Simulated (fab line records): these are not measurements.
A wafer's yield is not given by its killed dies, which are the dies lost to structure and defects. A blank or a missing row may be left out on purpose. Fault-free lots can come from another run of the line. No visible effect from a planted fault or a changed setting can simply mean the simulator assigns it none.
Which tool is to blame? -- flow nand-harc -- 12 lots, 36 wafers sampled, at 3 steps of a route of 1302

== WHAT EACH GAUGE READ, for each wafer ==
NHARC_P_CONTACT_INSPECT_14.
lot,measured,on,raw-defect-count
L075,day 6 07:43,defect-inspect-02,6 4 8
L077,day 7 05:14,defect-inspect-02,4 4 4
L079,day 8 03:44,defect-inspect-02,4 3 3
L082,day 9 01:56,defect-inspect-02,5 3 3
L083,day 9 18:17,defect-inspect-02,2 6 2
L085,day 10 09:58,defect-inspect-02,13 9 6
L087,day 11 22:20,defect-inspect-01,5 6 0
L089,day 12 03:30,defect-inspect-01,10 7 7
L091,day 13 01:38,defect-inspect-01,4 1 2
L093,day 13 23:25,defect-inspect-01,5 5 9
L095,day 14 16:38,defect-inspect-02,4 4 4
L097,day 15 12:32,defect-inspect-02,3 7 3

== WHICH TOOL RAN EACH LOT (tool, then ch and the chambers of the sampled wafers, then the start) ==
lot,NHARC_P_GATE_STRIP_113,NHARC_P_CONTACT_CMP_01
L075,"plasma-asher-02 ch 0,1, day 6 03:27","cmp-01 ch 0,1,2, day 6 06:46"
L077,"plasma-asher-02 ch 0,1, day 7 00:54","cmp-03 ch 1,2,3, day 7 04:22"
L079,"plasma-asher-02 ch 1, day 7 23:20","cmp-03 ch 0,1,3, day 8 02:49"
L082,"plasma-asher-02 ch 0,1, day 8 21:47","cmp-01 ch 2,3, day 9 01:06"
L083,"plasma-asher-01 ch 0,1, day 9 13:49","cmp-02 ch 1,3, day 9 17:28"
L085,"plasma-asher-02 ch 0,1, day 10 05:41","cmp-02 ch 2,3, day 10 09:01"
L087,"plasma-asher-01 ch 0,1, day 11 18:26","cmp-01 ch 0,2,3, day 11 21:26"
L089,"plasma-asher-01 ch 0,1, day 11 23:13","cmp-03 ch 0,1,2, day 12 02:34"
L091,"plasma-asher-01 ch 0,1, day 12 21:14","cmp-03 ch 2,3, day 13 00:49"
L093,"plasma-asher-01 ch 0,1, day 13 19:23","cmp-03 ch 0,3, day 13 22:28"
L095,"plasma-asher-01 ch 0,1, day 14 12:29","cmp-02 ch 0,1,3, day 14 15:49"
L097,"plasma-asher-02 ch 1, day 15 08:23","cmp-01 ch 0,1,2, day 15 11:43"
- NHARC_P_GATE_STRIP_113: strips in N2/H2, time 740 s.
- NHARC_P_CONTACT_CMP_01: polishes SiO2, target thk 200 nm.

== THE ANSWER, worked out from the rows above alone ==
Rule: the lots themselves supply what counts as usual. The widest of any qualifying gaps counts: lots, ordered by their means at a reading, are off when they make up no more than a third of the lots, leave a main group of 4 or more, and stand apart from it by 3 or more times the standard deviation of that group's means. A main group whose means are all the same, to the digits that the tables above print for the reading, isn't used. A lot without any number at a reading at which 4 lots or more have one is off too. The other lots that the step has rows for count as sound.
No lot is off at any reading shown: from this, nothing can be told.

== WHAT THE SIMULATOR PUT IN ==
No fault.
